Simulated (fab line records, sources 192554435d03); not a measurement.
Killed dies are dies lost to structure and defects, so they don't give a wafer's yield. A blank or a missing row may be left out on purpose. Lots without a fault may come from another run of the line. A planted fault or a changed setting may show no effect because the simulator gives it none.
A struck lot beside a sound one | flow n5_finfet | 26 steps out of a route of 1938
Sound: wafers L515.3, L515.4, L515.6. Struck: wafer L528.4. (L528.5, L528.6 of the same lot were not struck and are left out.) The cause comes at the end.
At each step with rows: each side's tool, then ch and its chambers, then its first start. Under that, the readings that differ: sound wafers | struck wafers | difference of the means | sigmas: that difference in standard deviations of wafers without a fault.
alike: readings whose means differ by less than 2 such deviations, and words and numbers that are the same on both sides. not compared: withheld readings, readings that some wafer has no value for, bounds like >300 that may hide the same value, and numbers for which the record gives no deviation and whose values overlap.
The two part at a step that has a row with sigmas, a row that says differs or no value, or rows on one side only. Numbers that don't overlap but have no deviation are shown without sigmas and don't part them. A reading that every wafer of one side lacks parts them only if that side has two wafers or more.

N5_MOL_CONTACT_COAG_SPUTTER_130: material Co, target thk 47.5 nm.
  sound on pvd_sputter-02, day 6 03:46; struck on pvd_sputter-03, day 10 00:51
  reading                | sound          | struck | difference | sigmas
  throttle_valve_pct (%) | 29.6 30.8 31.0 | 28.7   | -1.8       | -2
then, 2 steps without rows for these wafers: N5_MOL_CONTACT_COAG_PRECLEAN_125 (cleans in DIW, time 57.5 s); N5_MOL_CONTACT_COAG_SRD_126 (dry time 32 s).
N5_MOL_CONTACT_COAG_CMP_23: polishes, stops on SiO2, t overpolish 1.5 s, target thk 0 nm.
  sound on cmp-03 ch 0,2, day 6 03:56; struck on cmp-03 ch 0, day 10 01:02
  reading            | sound             | struck | difference | sigmas
  slurry_flow_ml_min | 149.7 149.5 149.0 | 150.3  | +0.9       | +2
  alike: edge_zone_pressure_frac, motor_current_A, overpolish_run_s, retaining_ring_pressure_frac, time_to_endpoint_s
then, 2 steps without rows for these wafers: N5_MOL_CONTACT_COAG_WET_ETCH_26 (target Co, target depth 13 nm); N5_MOL_CONTACT_COAG_WET_ETCH_116 (etches the open film in SC1-inhibited, target depth 4.6 nm, rinse time 30 s).
N5_MOL_CONTACT_COAG_ALD_27: deposits SiOC, target thk 17 nm, pulse time 1.5 s, time 2720 s.
  sound on ald_sin-01 ch 0,2,3, day 6 05:05; struck on ald_sin-02 ch 0, day 10 01:52
  alike: heater_power_w, precursor_pulse_height_rel
then, 1 step without rows for these wafers: N5_MOL_CONTACT_COAG_CMP_28 (polishes, stops on SiNx, t overpolish 0.85 s, target thk 14.522 nm).
N5_MOL_CONTACT_COAG_THK_MEAS_29:
  sound on film_metro-02, day 6 06:56; struck on film_metro-01, day 10 03:53
  alike: MD_CAP_THK
N5_MOL_CONTACT_COAG_ALD_123: deposits SiNx, target thk 5 nm, pulse time 1 s, purge time 2 s.
  sound on ald_sin-01 ch 1,2,3, day 6 06:59; struck on ald_sin-02 ch 3, day 10 03:55
  reading                    | sound             | struck | difference | sigmas
  precursor_pulse_height_rel | 1.008 1.030 0.987 | 0.964  | -0.044     | -2
  alike: heater_power_w
N5_MOL_CONTACT_COAG_PECVD_31: deposits SiO2 from TEOS/O2, target thk 46 nm, time 8.9 s.
  sound on pecvd-04 ch 0,1, day 6 07:29; struck on pecvd-01 ch 0,1,2, day 10 04:28
then, 9 steps without rows for these wafers: N5_MOL_CONTACT_COAG_COAT_75 (time 60 s, resist thk 60 nm); N5_MOL_CONTACT_COAG_COAT_76 (time 60 s, resist thk 10 nm); N5_MOL_CONTACT_COAG_COAT_77 (time 60 s, resist thk 10 nm); N5_MOL_CONTACT_COAG_COAT_78 (resist thk 40 nm); N5_MOL_CONTACT_COAG_EBR_80; N5_MOL_CONTACT_COAG_SOFTBAKE_79 (time 60 s); N5_MOL_CONTACT_COAG_EXPOSE_81 (exposes mask VG, defocus 0 nm); N5_MOL_CONTACT_COAG_PEB_82 (peb time 60 s); N5_MOL_CONTACT_COAG_DEVELOP_83 (develop time 30 s).
N5_MOL_CONTACT_COAG_CD_MEAS_84: target cd 25.1 nm.
  sound on cd_sem-03 ch 0, day 6 07:57; struck on cd_sem-02 ch 0, day 10 04:55
  alike: cd_nm
N5_MOL_CONTACT_COAG_OVL_MEAS_85:
  sound on overlay-02 ch 0, day 6 07:59; struck on overlay-02 ch 0, day 10 04:58
  reading     | sound       | struck | difference | sigmas
  VG_OVL (nm) | 1.2 0.8 0.4 | -0.7   | -1.5       | -2
N5_MOL_CONTACT_COAG_INSPECT_57: inspects for defects (brightfield).
  sound on defect_inspect-01, day 6 08:02; struck on defect_inspect-01, day 10 05:00
  reading          | sound       | struck | difference | sigmas
  raw_defect_count | 221 147 258 | 1128   | +919       | +15
N5_MOL_CONTACT_COAG_DESCUM_88: chemistry O2, time 7 s.
  sound on rie_diel-05 ch 0,2,3, day 6 08:05; struck on rie_diel-05 ch 1, day 10 05:03
  alike: drypump_motor_current_A, oes_product_au, rf_vpp_V, showerhead_plenum_p_Torr, throttle_valve_pct
  not compared: rf_hours_counter_h
-- the record jumps here: 3 days lie between the struck wafers' starts before and after (it left off in module MOL_CONTACT_COAG and takes up again in module BEOL_M4, whose first step shown is number 1111 of the route) --
N5_BEOL_M4_RC_MEAS_101:
  sound on prober-02 ch 0, day 9 01:05; struck on prober-01 ch 0, day 12 17:43
  alike: DIBL_N, DIBL_P, IOFF_N, IOFF_P, ION_N, ION_P, SS_N, SS_P, VT_N, VT_P
-- the record jumps here: 5 days lie between the struck wafers' starts before and after (it left off in module BEOL_M4 and takes up again in module PASSIVATION, whose first step shown is number 1936 of the route) --
N5_PASSIVATION_PROBE_49:
  the record has rows for the struck wafers here (prober-02, day 17 09:56) and none for the sound ones

WHERE THEY PART
First at N5_MOL_CONTACT_COAG_SPUTTER_130; last, within this record, at N5_PASSIVATION_PROBE_49.

WHY: what the simulator had put in
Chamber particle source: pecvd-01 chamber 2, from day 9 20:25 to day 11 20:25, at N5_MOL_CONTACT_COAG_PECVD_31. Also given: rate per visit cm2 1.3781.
